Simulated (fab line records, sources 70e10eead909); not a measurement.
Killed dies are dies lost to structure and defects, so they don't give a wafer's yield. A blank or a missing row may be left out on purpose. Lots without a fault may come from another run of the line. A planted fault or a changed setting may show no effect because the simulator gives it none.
fab line records | flow nand_harc | part 2 of 2: steps 21 to 29 of 29
record lots=5 wafers=15 last_day=33
route steps=1302 shown A_CONTACT@988
lots that met no fault: from a run of the same line without faults
start_h: hours from the record's first day to the start of the lot's first wafer shown | wait_h: hours since the lot's step before | " the same as in the row above | L1.1+2: a row that stands for several wafers | - no value, or no start given | * or withheld: withheld | < > ~ a bound
route shown NAME@n: a module of which the file shows steps, and the number in the route of the first | usual: mean/standard deviation of fault-free wafers | same: alike in all rows | chamber/n: place in a boat | sites: the reading at each site | _std_site: their standard deviation | _edge_site: outer sites' mean less inner sites' | radius_mm: how far each site lies from the wafer's centre | mask NAME#n: copy n | behind: the tool/chamber that last shaped the wafer | hold: why the lot was held/for how many hours/how that ended | device: the transistor (n, p or np) that didn't switch | end of line: the same wafers' tests at the end of the route | a step without rows: its recipe alone | killed: dies lost to structure and defects at the first sort, not the wafer's yield | map: a wafer's dies, x killed, . not, _ none there
set.NAME: the setting as run; set.NAME@STEP: as run at that earlier step | model.NAME: the simulator's own value behind a step, which no gauge read
lots at some steps of the route; a table a step, a row a wafer
services: from which hour (start_h, from the record's first day; less than 0 if before it) a tool's chamber was out of use, for how many hours, and why
## steps
# step NHARC_A_CONTACT_ETCH_114
# recipe source_w=withheld pressure_mtorr=20 bias_v=3000 time_s=190 target_depth_a=18500 ar_flow_sccm=withheld c4f8_flow_sccm=withheld o2_flow_sccm=withheld chemistry=C4F8/O2/Ar
# columns lot.wafer tool chamber start_h wait_h rf_hours_counter_h
L079.1 har_cap_etch-02 0 554.86 0.1 92
L079.2 " 1 " " 92
L079.5 " 1 " " -
L081.1 har_cap_etch-03 1 573.59 0.1 53
L081.4 " 0 " " -
L081.5 " 0 " " -
L085.2 har_cap_etch-03 0 600.35 0.1 59
L085.5 " 1 " " -
L085.6 " 0 " " -
L088.3 har_cap_etch-02 1 634.73 0.1 -
L088.4 " 0 " " -
L088.5 " 1 " " -
L097.4 har_cap_etch-03 0 723.01 0.1 -
L097.3 " 1 " " -
L097.6 " 0 " " -
# step NHARC_A_CONTACT_ETCH_115
# recipe source_w=withheld pressure_mtorr=20 bias_v=3000 time_s=190 target_depth_a=18500 ar_flow_sccm=withheld c4f8_flow_sccm=withheld o2_flow_sccm=withheld chemistry=C4F8/O2/Ar
# columns lot.wafer tool chamber start_h wait_h rf_hours_counter_h
L079.1 har_cap_etch-02 0 555.02 0.1 92
L079.2 " 1 " " 92
L079.5 " 1 " " -
L081.1 har_cap_etch-03 1 573.76 0.1 53
L081.4 " 0 " " -
L081.5 " 0 " " -
L085.2 har_cap_etch-03 0 600.52 0.1 59
L085.5 " 1 " " -
L085.6 " 0 " " -
L088.3 har_cap_etch-02 1 634.90 0.1 -
L088.4 " 0 " " -
L088.5 " 1 " " -
L097.4 har_cap_etch-03 0 723.18 0.1 -
L097.3 " 1 " " -
L097.6 " 0 " " -
# step NHARC_A_CONTACT_ETCH_116
# recipe source_w=withheld pressure_mtorr=20 bias_v=3000 time_s=190 target_depth_a=18500 ar_flow_sccm=withheld c4f8_flow_sccm=withheld o2_flow_sccm=withheld chemistry=C4F8/O2/Ar
# columns lot.wafer tool chamber start_h wait_h rf_hours_counter_h
L079.1 har_cap_etch-02 0 555.20 0.1 92
L079.2 " 1 " " 92
L079.5 " 1 " " -
L081.1 har_cap_etch-03 1 573.93 0.1 53
L081.4 " 0 " " -
L081.5 " 0 " " -
L085.2 har_cap_etch-03 0 600.69 0.1 59
L085.5 " 1 " " -
L085.6 " 0 " " -
L088.3 har_cap_etch-02 1 635.07 0.1 -
L088.4 " 0 " " -
L088.5 " 1 " " -
L097.4 har_cap_etch-03 0 723.35 0.1 -
L097.3 " 1 " " -
L097.6 " 0 " " -
# step NHARC_A_CONTACT_ETCH_117
# recipe source_w=withheld pressure_mtorr=20 bias_v=3000 time_s=190 target_depth_a=18500 ar_flow_sccm=withheld c4f8_flow_sccm=withheld o2_flow_sccm=withheld chemistry=C4F8/O2/Ar
# columns lot.wafer tool chamber start_h wait_h rf_hours_counter_h
L079.1 har_cap_etch-02 0 555.37 0.1 92
L079.2 " 1 " " 92
L079.5 " 1 " " -
L081.1 har_cap_etch-03 1 574.10 0.1 53
L081.4 " 0 " " -
L081.5 " 0 " " -
L085.2 har_cap_etch-03 0 600.86 0.1 60
L085.5 " 1 " " -
L085.6 " 0 " " -
L088.3 har_cap_etch-02 1 635.25 0.1 -
L088.4 " 0 " " -
L088.5 " 1 " " -
L097.4 har_cap_etch-03 0 723.52 0.1 -
L097.3 " 1 " " -
L097.6 " 0 " " -
# step NHARC_A_CONTACT_ETCH_118
# recipe source_w=withheld pressure_mtorr=20 bias_v=3000 time_s=190 target_depth_a=18500 ar_flow_sccm=withheld c4f8_flow_sccm=withheld o2_flow_sccm=withheld chemistry=C4F8/O2/Ar
# columns lot.wafer tool chamber start_h wait_h rf_hours_counter_h
L079.1 har_cap_etch-02 0 555.54 0.1 92
L079.2 " 1 " " 92
L079.5 " 1 " " -
L081.1 har_cap_etch-03 1 574.27 0.1 53
L081.4 " 0 " " -
L081.5 " 0 " " -
L085.2 har_cap_etch-03 0 601.03 0.1 60
L085.5 " 1 " " -
L085.6 " 0 " " -
L088.3 har_cap_etch-02 1 635.42 0.1 -
L088.4 " 0 " " -
L088.5 " 1 " " -
L097.4 har_cap_etch-03 0 723.69 0.1 -
L097.3 " 1 " " -
L097.6 " 0 " " -
# step NHARC_A_CONTACT_ETCH_119
# recipe source_w=withheld pressure_mtorr=20 bias_v=3000 time_s=190 target_depth_a=18500 ar_flow_sccm=withheld c4f8_flow_sccm=withheld o2_flow_sccm=withheld chemistry=C4F8/O2/Ar
# columns lot.wafer tool chamber start_h wait_h rf_hours_counter_h
L079.1 har_cap_etch-02 0 555.71 0.1 92
L079.2 " 1 " " 92
L079.5 " 1 " " -
L081.1 har_cap_etch-03 1 574.44 0.1 53
L081.4 " 0 " " -
L081.5 " 0 " " -
L085.2 har_cap_etch-03 0 601.20 0.1 60
L085.5 " 1 " " -
L085.6 " 0 " " -
L088.3 har_cap_etch-02 1 635.59 0.1 -
L088.4 " 0 " " -
L088.5 " 1 " " -
L097.4 har_cap_etch-03 0 723.86 0.1 -
L097.3 " 1 " " -
L097.6 " 0 " " -
# step NHARC_A_CONTACT_ETCH_120
# recipe source_w=withheld pressure_mtorr=20 bias_v=3000 time_s=190 target_depth_a=18500 ar_flow_sccm=withheld c4f8_flow_sccm=withheld o2_flow_sccm=withheld chemistry=C4F8/O2/Ar
# columns lot.wafer tool chamber start_h wait_h rf_hours_counter_h
L079.1 har_cap_etch-02 0 555.88 0.1 93
L079.2 " 1 " " 93
L079.5 " 1 " " -
L081.1 har_cap_etch-03 1 574.61 0.1 54
L081.4 " 0 " " -
L081.5 " 0 " " -
L085.2 har_cap_etch-03 0 601.37 0.1 60
L085.5 " 1 " " -
L085.6 " 0 " " -
L088.3 har_cap_etch-02 1 635.76 0.1 -
L088.4 " 0 " " -
L088.5 " 1 " " -
L097.4 har_cap_etch-03 0 724.03 0.1 -
L097.3 " 1 " " -
L097.6 " 0 " " -
# step NHARC_A_CONTACT_ETCH_121
# recipe source_w=withheld pressure_mtorr=20 bias_v=3000 time_s=190 target_depth_a=18500 ar_flow_sccm=withheld c4f8_flow_sccm=withheld o2_flow_sccm=withheld chemistry=C4F8/O2/Ar
# columns lot.wafer tool chamber start_h wait_h rf_hours_counter_h
L079.1 har_cap_etch-02 0 556.05 0.1 93
L079.2 " 1 " " 93
L079.5 " 1 " " -
L081.1 har_cap_etch-03 1 574.78 0.1 54
L081.4 " 0 " " -
L081.5 " 0 " " -
L085.2 har_cap_etch-03 0 601.54 0.1 60
L085.5 " 1 " " -
L085.6 " 0 " " -
L088.3 har_cap_etch-02 1 635.93 0.1 -
L088.4 " 0 " " -
L088.5 " 1 " " -
L097.4 har_cap_etch-03 0 724.21 0.1 -
L097.3 " 1 " " -
L097.6 " 0 " " -
# step NHARC_A_CONTACT_ETCH_122
# recipe source_w=withheld pressure_mtorr=20 bias_v=3000 time_s=190 target_depth_a=18500 ar_flow_sccm=withheld c4f8_flow_sccm=withheld o2_flow_sccm=withheld chemistry=C4F8/O2/Ar
# columns lot.wafer tool chamber start_h wait_h rf_hours_counter_h
L079.1 har_cap_etch-02 0 556.22 0.1 93
L079.2 " 1 " " 93
L079.5 " 1 " " -
L081.1 har_cap_etch-03 1 574.95 0.1 54
L081.4 " 0 " " -
L081.5 " 0 " " -
L085.2 har_cap_etch-03 0 601.71 0.1 60
L085.5 " 1 " " -
L085.6 " 0 " " -
L088.3 har_cap_etch-02 1 636.10 0.1 -
L088.4 " 0 " " -
L088.5 " 1 " " -
L097.4 har_cap_etch-03 0 724.37 0.1 -
L097.3 " 1 " " -
L097.6 " 0 " " -
## services
# columns tool chamber start_h hours kind
litho_track-06 - 529.00 7.0 pm
arfi_scanner-03 - 540.00 4.0 pm
rie_diel-08 - 544.80 9.0 pm
litho_track-04 - 553.00 7.0 pm
rie_diel-08 1 569.57 13.0 repair
rie_diel-02 - 570.85 9.0 pm
rie_diel-13 0 585.30 4.4 repair
arfi_scanner-01 - 601.90 4.0 pm
arfi_scanner-02 - 620.08 1.5 repair
arfi_scanner-03 - 631.00 2.0 repair
arfi_scanner-01 - 632.35 34.0 repair
arfi_scanner-02 - 644.68 4.5 repair
har_cap_etch-02 - 651.24 0.8 repair
arfi_scanner-02 - 656.00 4.0 pm
arfi_scanner-03 - 656.85 3.6 repair
litho_track-01 - 680.00 7.0 pm
rie_diel-08 3 681.75 2.5 repair
arfi_scanner-03 - 686.70 11.1 repair
har_cap_etch-02 - 692.09 0.7 repair
arfi_scanner-01 - 695.95 1.2 repair
rie_diel-13 - 698.23 9.0 pm
litho_track-06 - 704.00 7.0 pm
rie_diel-13 3 717.44 7.6 repair
rie_diel-08 - 721.96 9.0 pm
